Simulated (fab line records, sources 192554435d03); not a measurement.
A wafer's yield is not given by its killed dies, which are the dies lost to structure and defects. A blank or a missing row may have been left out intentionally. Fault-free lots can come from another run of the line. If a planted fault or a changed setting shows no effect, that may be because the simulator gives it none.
A lot that was struck, set against a sound lot | flow n5Finfet | 16 out of 1938 route steps
Sound: wafers L501.1, L501.2, L501.3. Wafers struck: L495.1, L495.2, L495.6. The cause is named last.
Each step with rows lists, per side, the tool, then ch with its chambers, then its first start. Under that, the readings that differ: sound wafers | struck wafers | difference of the means | sigmas: that difference in standard deviations of wafers without a fault.
alike: same words and numbers on both sides, and readings whose means sit less than 2 such deviations apart. not compared: any withheld reading, any reading some wafer has no value for, any bound like >300 that may hide the same value, and any number with overlapping values for which the record gives no deviation.
Wherever a step has rows on one side only, a row that says differs or no value, or a row with sigmas, the two part there. Numbers that don't overlap but have no deviation are shown without sigmas and don't part them. A reading missing from all wafers of one side parts the sides only when that side holds two or more wafers.

first, 4 steps without rows for these wafers: N5_BEOL_M6_SOFTBAKE_06 (time 60 s); N5_BEOL_M6_EXPOSE_08 (exposes mask M6); N5_BEOL_M6_PEB_09 (peb time 60 s); N5_BEOL_M6_DEVELOP_10 (develop time 30 s).
N5_BEOL_M6_CD_MEAS_11: the cd target is 38.5 nm.
  sound on cdSem-02 ch 0, day 12 14:25; struck on cdSem-01 ch 0, day 10 19:57
  alike: cdNm
N5_BEOL_M6_OVL_MEAS_12:
  sound on overlay-01 ch 0, day 12 14:27; struck on overlay-02 ch 0, day 10 19:59
  alike: M6_OVL
N5_BEOL_M6_INSPECT_13: inspects for defects (brightfield).
  struck on defectInspect-01, day 10 20:00; sound on defectInspect-01, day 12 14:28
  alike: rawDefectCount
N5_BEOL_M6_DESCUM_16: chemistry O2, time 7.9 s.
  sound on rieDiel-03 ch 0,1,2, day 12 14:31; struck on rieDiel-05 ch 1,2, day 10 20:13
  alike: biasPowerW, drypumpMotorCurrentA, o2FlowSccm, oesProductAu, rfFwdPowerW, rfVppV, showerheadPlenumPTorr, throttleValvePct
  not compared: rfHoursCounterH
N5_BEOL_M6_ETCH_61: etches SiARC in CF4, target depth 45.5 nm, time 75.8 s.
  sound on rieDiel-03 ch 0,1,2, day 12 14:32; struck on rieDiel-05 ch 1,2, day 10 20:15
  alike: cf4FlowSccm, drypumpMotorCurrentA, etchRfOnTimeS, oesProductAu, rfFwdPowerW, rfVppV, showerheadPlenumPTorr, throttleValvePct
  not compared: rfHoursCounterH
N5_BEOL_M6_ETCH_62: etches SOC in N2/H2, target depth 110 nm, overetch 22 nm, time 165 s.
  sound on rieDiel-03 ch 0,1,2, day 12 14:36; struck on rieDiel-05 ch 1,2, day 10 20:18
reading                  | sound       | struck      | difference | sigmas
drypumpMotorCurrentA (A) | 6.4 6.3 5.5 | 5.1 5.5 5.1 | -0.8       | -2
  alike: oesProductAu, rfFwdPowerW, rfVppV, showerheadPlenumPTorr, throttleValvePct
  not compared: rfHoursCounterH
then, 1 step without rows for these wafers: N5_BEOL_M6_STRIP_68 (strips in N2/H2).
N5_BEOL_M6_STRIP_67: strips in CF4.
  sound on rieDiel-03 ch 0,1,2, day 12 14:44; struck on rieDiel-05 ch 1,2, day 10 20:27
  alike: biasPowerW, cf4FlowSccm, drypumpMotorCurrentA, oesProductAu, rfVppV, showerheadPlenumPTorr, throttleValvePct
  not compared: rfHoursCounterH
N5_BEOL_M6_HM_OPEN_17: chemistry Cl2/BCl3, target TiN, target depth 20 nm, overetch 6 nm.
  sound on rieMetal-01 ch 0,1, day 12 14:47; struck on rieMetal-01 ch 0,1, day 10 20:29
  no value came back on the struck wafers for any of 6 readings (bcl3FlowSccm (sccm), biasW (W) and others); on the sound wafers bcl3FlowSccm (sccm) reads 21.80 21.82 21.75
reading                                 | sound          | struck          | difference | sigmas
model.SOC_of_BEOL_M6_COAT_59.thkNm (nm) | 92.4 91.8 92.2 | 99.8 100.2 99.8 | +7.8       | 
  not compared: rfHoursCounterH
N5_BEOL_M6_STRIP_19: strips in O2.
  sound on rieDiel-02 ch 1,2,3, day 12 14:54; struck on rieDiel-03 ch 2,3, day 10 20:41
  alike: drypumpMotorCurrentA, o2FlowSccm, oesProductAu, rfVppV, showerheadPlenumPTorr, throttleValvePct
  not compared: rfHoursCounterH
N5_BEOL_M6_CD_MEAS_18: pitch 80 nm, target cd 40 nm.
  struck on cdSem-02, day 10 20:45; sound on cdSem-01, day 12 14:58
reading   | sound          | struck | difference                    | sigmas
cdNm (nm) | 41.1 39.9 41.7 | - - -  | no value on the struck wafers | 
then, 1 step without rows for these wafers: N5_BEOL_M6_COAT_63 (time 60 s, resist thk 60 nm).

== WHERE THEY PART ==
Last at N5_BEOL_M6_CD_MEAS_18 as far as this record goes, first at N5_BEOL_M6_ETCH_62.

WHY: what the simulator had put in
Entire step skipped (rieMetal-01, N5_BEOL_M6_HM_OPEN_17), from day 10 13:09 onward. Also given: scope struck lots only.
